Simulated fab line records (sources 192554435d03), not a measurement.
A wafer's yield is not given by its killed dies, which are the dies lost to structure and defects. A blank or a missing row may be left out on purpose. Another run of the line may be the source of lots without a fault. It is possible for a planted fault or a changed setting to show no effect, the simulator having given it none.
Code-filled problem report in 8D (eight disciplines) form :: flow n5_finfet :: the parts of the form that need people (team, actions taken, sign-off) are left out

## 1. WHAT WENT WRONG
Mean of bias_w at N5_SD_EPI_P_ETCH_36: 34.59 W across 2 wafers in 2 lots; on wafers with no fault it is 35.98 W (standard deviation 0.12). Measured from the usual mean, that is -12 standard deviations.
The step: etches SiARC in CF4, target depth 45.5 nm, time 75.8 s.
First seen on wafer L897.4, day 6 12:03, on rie_diel-05. The record has a number at this step for 27 wafers belonging to 9 lots. Rule for "out", or "out of limits": more than 4 standard deviations from the usual mean. The rest of the wafers with a number are treated as sound.

## 2. WHAT IT IS, WHAT IT ISN'T
question: which readings at this step
is: bias_w
is not: drypump_motor_current_A, etch_rf_on_time_s, oes_product_au, showerhead_plenum_p_Torr, throttle_valve_pct

question: which lots
is: L897, L898
is not: L884, L885, L886, L888, L890, L896, L906

question: which wafers of those lots
is: L897.4, L898.4
is not: L897.3, L897.6, L898.1, L898.3

question: read on which tools
is: rie_diel-05
is not: rie_diel-02, rie_diel-06

question: when
is: from day 6 12:03
is not: up to then (20 sound wafers); but 5 sound wafers of L898, L906 came after

## 3. SUSPECTS, AND WHAT RULES EACH OUT
Counting: any tool at a process step up to the reading remains a suspect provided it ran every lot that is out. Sound lots after the first of them don't rule it out here, since some wafers of a struck lot are sound.
- rie_diel-05 at N5_SD_EPI_P_DESCUM_14 (chemistry O2, time 7.9 s): kept. Every lot that is out went through it, the first being L897 (day 6 12:01); the last sound lot it ran before that was L888 (day 4 05:16).
- rie_diel-05 at N5_SD_EPI_P_ETCH_36 (etches SiARC in CF4, target depth 45.5 nm, time 75.8 s): kept. Every lot that is out went through it, the first being L897 (day 6 12:03); the last sound lot it ran before that was L888 (day 4 05:18). Out on those wafers are its own readings of bias_w.
- Within rie_diel-05 at N5_SD_EPI_P_DESCUM_14: the wafers that are out ran in chamber 0; their sound lot-mates ran in chambers 1, 2, 3.
- Within rie_diel-05 at N5_SD_EPI_P_ETCH_36: the wafers that are out ran in chamber 0; their sound lot-mates ran in chambers 1, 2, 3.
What counting leaves: rie_diel-05 at N5_SD_EPI_P_DESCUM_14 and rie_diel-05 at N5_SD_EPI_P_ETCH_36.

## 4. THE CAUSE (what the simulator had put in)
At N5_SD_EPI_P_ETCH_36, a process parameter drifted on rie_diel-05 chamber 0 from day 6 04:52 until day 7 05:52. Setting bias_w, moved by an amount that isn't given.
Counting leaves 2 suspects; this tool is one of them.

## 5. SEQUENCE OF EFFECTS, ordered by route
One row per reading whose mean, taken over the struck wafers that have a number, lies over 3 standard deviations from the usual. Readings are gone through only where the record gives a usual standard deviation; hours: the median, over the lots, of the time from a lot's start at the first step in this table giving one to that lot's start at this step; sigmas: the change measured in usual standard deviations.
hours: 0
step: N5_SD_EPI_P_ETCH_36
reading: bias_w
usual: 35.98 W
on struck wafers: 34.59
change: -1.39
sigmas: -12

hours: 0
step: N5_SD_EPI_P_ETCH_36
reading: rf_vpp_V
usual: 184.1 V
on struck wafers: 180.1
change: -4.0
sigmas: -3.6
Process steps it contains:
- N5_SD_EPI_P_ETCH_36: etches SiARC in CF4, target depth 45.5 nm, time 75.8 s.
Later measuring or inspecting steps at which every struck wafer that the step has a row for has a number for every such reading, and none has moved that far: N5_BEOL_M4_RC_MEAS_101.

## 6. WHAT WOULD HAVE CAUGHT IT SOONER
In this record the first reading out of limits was taken at day 6 12:03, 7 hours after the fault began at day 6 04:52.
